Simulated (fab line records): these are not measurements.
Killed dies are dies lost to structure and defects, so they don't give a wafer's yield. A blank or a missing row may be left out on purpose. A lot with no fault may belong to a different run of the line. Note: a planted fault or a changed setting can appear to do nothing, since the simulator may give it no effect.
Matching of chambers :: flow n5-finfet :: 4 sister chambers for N5_BEOL_M12_TRENCH_ETCH_34 on rie-diel-04
The step etches SiOC in C4F8/O2/Ar, target depth 318.95 nm, time 125.5 s. 4 wafers are shown with their chamber, then 7 later ones without.

## WAFERS, EACH WITH ITS CHAMBER
wafer: L076.4
chamber: 2
throttle-valve-pct (%): 24.44

wafer: L084.5
chamber: 3
throttle-valve-pct (%): 23.88

wafer: L094.1
chamber: 1
throttle-valve-pct (%): 23.78

wafer: L094.2
chamber: 0
throttle-valve-pct (%): 24.23

## WAFERS WITHOUT THEIR CHAMBER
wafer: L094.3
throttle-valve-pct (%): 24.15

wafer: L095.3
throttle-valve-pct (%): 23.93

wafer: L095.5
throttle-valve-pct (%): 24.24

wafer: L095.6
throttle-valve-pct (%): 23.93

wafer: L097.2
throttle-valve-pct (%): 24.24

wafer: L097.4
throttle-valve-pct (%): 24.16

wafer: L097.5
throttle-valve-pct (%): 23.78

## THE CHAMBER EACH PASSED THROUGH
wafer: L094.3
from the rows above: 0
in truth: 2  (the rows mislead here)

wafer: L095.3
from the rows above: 3
in truth: 3

wafer: L095.5
from the rows above: 0
in truth: 0

wafer: L095.6
from the rows above: 3
in truth: 3

wafer: L097.2
from the rows above: 0
in truth: 0

wafer: L097.4
from the rows above: 0
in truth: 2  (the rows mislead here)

wafer: L097.5
from the rows above: 1
in truth: 1
Placed correctly: 5 of 7. Can't be placed from these rows: 0. Placed wrongly: 2.
How it was worked out, from the rows above alone: a wafer's distance from a chamber is the root of the sum, over the readings, of the square of ((its reading less the chamber's mean) divided by the reading's scatter). If the next closest chamber is less than 2 further off than the closest, the wafer can't be placed; otherwise it belongs to the closest. A chamber's mean is the mean of its shown wafers. The scatter (one wafer shown for each chamber): square how far every hidden wafer sits from the nearest shown wafer, average those squares and take the square root.
